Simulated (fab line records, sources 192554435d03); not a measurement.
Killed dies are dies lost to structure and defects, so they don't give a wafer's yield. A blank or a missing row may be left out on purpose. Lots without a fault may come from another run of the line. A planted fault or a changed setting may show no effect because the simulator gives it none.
Which tool did it? | flow n5_finfet | 14 lots, 42 wafers sampled, at 4 steps of a route of 1938

WHAT THE GAUGES READ, wafer by wafer
The record holds no reading of a measuring or inspecting step that can be judged against a usual standard deviation.

WHICH TOOL RAN EACH LOT (tool, then ch and the chambers of the sampled wafers, then the start)
lot  | N5_BEOL_M5_PRE_CLEAN_77          | N5_BEOL_M5_CO_CAP_78             | N5_BEOL_M6_HM_DEP_02         | N5_BEOL_M6_DEVELOP_10
L972 | cvd_co-01 ch 1,2, day 8 12:20    | cvd_co-01 ch 1,2, day 8 12:23    | pvd_sputter-02, day 8 14:11  | litho_track-01 ch 0, day 8 14:37
L973 | cvd_co-01 ch 0,2, day 8 17:42    | cvd_co-01 ch 0,2, day 8 17:44    | pvd_sputter-01, day 8 19:59  | litho_track-02 ch 0, day 8 20:19
L975 | cvd_co-01 ch 1,2, day 9 02:07    | cvd_co-01 ch 1,2, day 9 02:10    | pvd_sputter-03, day 9 04:26  | litho_track-02 ch 0, day 9 04:53
L976 | cvd_co-02 ch 0,1, day 9 04:50    | cvd_co-02 ch 0,1, day 9 04:52    | pvd_sputter-02, day 9 06:05  | litho_track-02 ch 0, day 9 06:31
L977 | cvd_co-02 ch 0,1,2, day 9 12:59  | cvd_co-02 ch 0,1,2, day 9 13:02  | pvd_sputter-03, day 9 14:10  | litho_track-01 ch 0, day 9 14:37
L980 | cvd_co-02 ch 0,1,2, day 10 04:59 | cvd_co-02 ch 0,1,2, day 10 05:02 | pvd_sputter-01, day 10 07:13 | litho_track-02 ch 0, day 10 07:31
L981 | cvd_co-02 ch 0,1,2, day 10 17:16 | cvd_co-02 ch 0,1,2, day 10 17:18 | pvd_sputter-03, day 10 20:21 | litho_track-04 ch 0, day 10 20:41
L984 | cvd_co-01 ch 0,1,2, day 11 12:24 | cvd_co-01 ch 0,1,2, day 11 12:26 | pvd_sputter-03, day 11 16:55 | litho_track-02, day 11 17:22
L985 | cvd_co-01 ch 0,2, day 12 01:04   | cvd_co-01 ch 0,2, day 12 01:06   | pvd_sputter-03, day 12 05:46 | litho_track-02, day 12 06:05
L991 | cvd_co-02 ch 0,1,2, day 13 09:14 | cvd_co-02 ch 0,1,2, day 13 09:16 | pvd_sputter-03, day 13 10:11 | litho_track-04 ch 0, day 13 10:31
L992 | cvd_co-02 ch 0,1,2, day 14 07:19 | cvd_co-02 ch 0,1,2, day 14 07:22 | pvd_sputter-02, day 14 09:06 | litho_track-04 ch 0, day 14 09:25
L993 | cvd_co-02 ch 0,1,2, day 14 11:27 | cvd_co-02 ch 0,1,2, day 14 11:29 | pvd_sputter-02, day 14 12:43 | litho_track-01 ch 0, day 14 13:09
L995 | cvd_co-01 ch 0,2, day 15 05:01   | cvd_co-01 ch 0,2, day 15 05:03   | pvd_sputter-03, day 15 09:19 | litho_track-04 ch 0, day 15 09:46
L994 | cvd_co-02 ch 0,1,2, day 15 20:01 | cvd_co-02 ch 0,1,2, day 15 20:04 | pvd_sputter-01, day 15 22:04 | litho_track-01 ch 0, day 15 22:23
- N5_BEOL_M5_PRE_CLEAN_77: time 15 s.
- N5_BEOL_M5_CO_CAP_78: material Co, precursor CCTBA/H2, target thk 2 nm, time 102.1 s.
- N5_BEOL_M6_HM_DEP_02: deposits TiN, target thk 20 nm.
- N5_BEOL_M6_DEVELOP_10: develop time 30 s.

WHAT THE TOOLS THEMSELVES READ (means of the sampled wafers that have a number; where no wafer has one, the mark that the record gives instead)
N5_BEOL_M5_PRE_CLEAN_77.
lot  | tool      | heater_power_w (W)
L972 | cvd_co-01 | 96
L973 | cvd_co-01 | 89
L975 | cvd_co-01 | 96
L976 | cvd_co-02 | 93
L977 | cvd_co-02 | 84
L980 | cvd_co-02 | 83
L981 | cvd_co-02 | 84
L984 | cvd_co-01 | 93
L985 | cvd_co-01 | 88
L991 | cvd_co-02 | 85
L992 | cvd_co-02 | 86
L993 | cvd_co-02 | 86
L995 | cvd_co-01 | 91
L994 | cvd_co-02 | 79

N5_BEOL_M5_CO_CAP_78.
lot  | tool      | heater_power_w (W)
L972 | cvd_co-01 | 244
L973 | cvd_co-01 | 238
L975 | cvd_co-01 | 251
L976 | cvd_co-02 | 247
L977 | cvd_co-02 | 236
L980 | cvd_co-02 | 233
L981 | cvd_co-02 | 233
L984 | cvd_co-01 | 246
L985 | cvd_co-01 | 239
L991 | cvd_co-02 | 235
L992 | cvd_co-02 | 231
L993 | cvd_co-02 | 234
L995 | cvd_co-01 | 243
L994 | cvd_co-02 | 226

N5_BEOL_M6_HM_DEP_02.
lot  | tool           | throttle_valve_pct (%)
L972 | pvd_sputter-02 | 31.0
L973 | pvd_sputter-01 | 29.7
L975 | pvd_sputter-03 | 28.1
L976 | pvd_sputter-02 | 29.6
L977 | pvd_sputter-03 | 29.6
L980 | pvd_sputter-01 | 28.9
L981 | pvd_sputter-03 | 28.4
L984 | pvd_sputter-03 | 28.2
L985 | pvd_sputter-03 | 29.9
L991 | pvd_sputter-03 | 29.4
L992 | pvd_sputter-02 | 30.3
L993 | pvd_sputter-02 | 30.2
L995 | pvd_sputter-03 | 28.6
L994 | pvd_sputter-01 | 29.6

N5_BEOL_M6_DEVELOP_10.
lot  | tool           | chill_plate_temp_C (C) | resist_line_temp_C (C)
L972 | litho_track-01 | 22.97                  | 22.92
L973 | litho_track-02 | 22.99                  | 22.93
L975 | litho_track-02 | 22.87                  | 23.07
L976 | litho_track-02 | 22.98                  | 22.91
L977 | litho_track-01 | 23.06                  | 22.96
L980 | litho_track-02 | 23.10                  | 23.01
L981 | litho_track-04 | 22.95                  | 23.04
L984 | litho_track-02 | -                      | -
L985 | litho_track-02 | -                      | -
L991 | litho_track-04 | 22.98                  | 23.17
L992 | litho_track-04 | 22.99                  | 22.96
L993 | litho_track-01 | 22.92                  | 23.06
L995 | litho_track-04 | 22.99                  | 23.11
L994 | litho_track-01 | 23.05                  | 23.05

THE ANSWER, worked out from the rows above alone
Rule: what is usual is taken from the lots themselves. Put in order of their means at a reading, lots are off if they are a third of the lots or fewer, leave a main group of 4 or more, and stand apart from it by a gap of 3 or more times the standard deviation of the main group's means; of several such gaps the widest counts. A main group whose means are all the same, to the digits that the tables above print for the reading, isn't used. A lot without any number at a reading at which 4 lots or more have one is off too. The other lots that the step has rows for count as sound. The gauges are gone through in route order, then the tools' own readings, and for those a lot's mean is taken as printed above. The first step at which some lot is off is used, and at that step the reading that is off furthest; a lot without a number counts as furthest.
Off: L984, L985, at N5_BEOL_M6_DEVELOP_10 (chill_plate_temp_C). Without a number there: L984, L985. The main group: mean 22.99 C, standard deviation 0.059.
A tool fits if, at that step or a process step before it, it ran every lot that is off, and no sound lot after the first of them. One fits: litho_track-02 at N5_BEOL_M6_DEVELOP_10. Its last sound lot is L980 (day 10 07:31), its first lot that is off L984 (day 11 17:22): a fault that began between those two fits.
Blank at N5_BEOL_M6_DEVELOP_10 on the lots that are off, where sound lots have numbers: chill_plate_temp_C, resist_line_temp_C.

WHAT THE SIMULATOR HAD PUT IN
Skipped step whole: litho_track-02, from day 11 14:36 on, at N5_BEOL_M6_DEVELOP_10. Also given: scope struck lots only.
Lots struck among those shown: L984, L985. The rule above found the same.
